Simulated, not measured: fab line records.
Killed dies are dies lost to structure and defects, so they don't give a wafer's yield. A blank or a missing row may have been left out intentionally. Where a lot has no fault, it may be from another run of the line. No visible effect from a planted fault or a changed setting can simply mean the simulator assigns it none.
Comparing a struck lot with a sound one	flow nand-harc	33 steps out of a route of 1302
Sound: wafers L215.2, L215.5, L215.6. Struck: wafer L220.1 (L220.3, L220.6, from the same lot, were not struck and are left out); the cause is given at the end.
For every step that has rows: the tool of each side, followed by ch and its chambers, followed by its first start. Under that, the readings that differ: sound wafers	struck wafers	difference of the means	sigmas: that difference in standard deviations of wafers without a fault.
alike: words and numbers the same on both sides, and readings whose means are apart by under 2 such deviations; not compared: readings that were withheld, readings missing a value for some wafer, numbers with overlapping values and no deviation given by the record, and bounds like >300 which may hide the same value.
The two part at a step that has a row with sigmas, a row that says differs or no value, or rows on one side only. When numbers do not overlap yet have no deviation, they are printed without sigmas and do not part them. Lack of a reading on every wafer of one side parts them only where that side has two or more wafers.

first, 9 steps without rows for these wafers: NHARC_P_M2_DESCUM_14 (chemistry O2, time 3 s); NHARC_P_M2_ETCH_35 (etches the open film in N2/H2, target depth 40 nm, overetch 12 nm, time 43.94 s); NHARC_P_M2_ETCH_15 (etches the open film in C4F8/Ar, target depth 182.5 nm, time 91.2 s); NHARC_P_M2_STRIP_18 (strips in N2/H2); NHARC_P_M2_ETCH_28 (etches the open film in CF4/N2, target depth 30 nm, time 72.99 s); NHARC_P_M2_STRIP_19 (strips in post etch residue remover, time 600 s); NHARC_P_M2_DEGAS_29 (time 60 s); NHARC_P_M2_PRE_CLEAN_30 (time 30 s); NHARC_P_M2_PVD_20 (deposits TaN, target thk 5 nm, time 8.06 s).
NHARC_P_M2_PVD_21: deposits Cu, target thk 30 nm, time 20.49 s.
  sound on pvd-sputter-03, day 11 08:55; struck on pvd-sputter-03, day 13 08:37
  alike: substrate-temp-c, throttle-valve-pct
then, 22 steps without rows for these wafers: NHARC_P_M2_ECD_22 (material Cu, target thk 400 nm); NHARC_P_M2_ANNEAL_31 (time 90 s); NHARC_P_M2_CMP_23 (polishes, t overpolish 20 s, target thk 144.3 nm); NHARC_P_M2_SRD_25; NHARC_P_M2_PRE_CLEAN_32 (time 12 s); NHARC_P_M2_DEP_33 (deposits SiCN, target thk 30 nm); NHARC_P_BONDPAD_DEP_00 (deposits SiCN, target thk 250 nm); NHARC_P_BONDPAD_CMP_32 (polishes SiCN, target thk 200 nm); NHARC_P_BONDPAD_SRD_34; NHARC_P_BONDPAD_DEHYDRATE_01 (time 120 s); NHARC_P_BONDPAD_HMDS_02 (time 30 s); NHARC_P_BONDPAD_COAT_36 (time 65 s); NHARC_P_BONDPAD_COAT_03 (resist thk 600 nm); NHARC_P_BONDPAD_SOFTBAKE_04 (time 70 s); NHARC_P_BONDPAD_EBR_05; NHARC_P_BONDPAD_EXPOSE_06 (exposes mask P BPAD); NHARC_P_BONDPAD_PEB_07 (peb time 80 s); NHARC_P_BONDPAD_DEVELOP_08 (time 50 s); NHARC_P_BONDPAD_HARDBAKE_10 (time 65 s); NHARC_P_BONDPAD_DESCUM_11 (chemistry O2, time 3 s); NHARC_P_BONDPAD_ETCH_37 (etches the open film in N2/H2, target depth 60 nm, overetch 18 nm, time 65.91 s); NHARC_P_BONDPAD_ETCH_12 (etches the open film in CHF3/O2, target depth 200 nm, time 100 s).
-- jump in the record: it breaks off in module P_BONDPAD and resumes in module END (first step shown: number 1302 of the route), and 18 days separate the struck wafers' starts before and after --
NHARC_END_SORT_01:
  sound on prober-02 ch 0, day 29 04:32; struck on prober-01 ch 0, day 31 12:05
reading	sound	struck	difference	sigmas
defect-limited-yield (%)	92.3 92.3 92.3	0	-92	-36
killed-at-periphery	4 5 4	632	+628	+99 or more
killed-dies	52 52 52	677	+625	+37
killed-short	3 1 0	5	+4	+3
  alike: killed-at-array, killed-at-other, killed-open

## WHERE THEY PART
Only at NHARC_END_SORT_01, as far as this record shows.

WHY: the cause the simulator had injected
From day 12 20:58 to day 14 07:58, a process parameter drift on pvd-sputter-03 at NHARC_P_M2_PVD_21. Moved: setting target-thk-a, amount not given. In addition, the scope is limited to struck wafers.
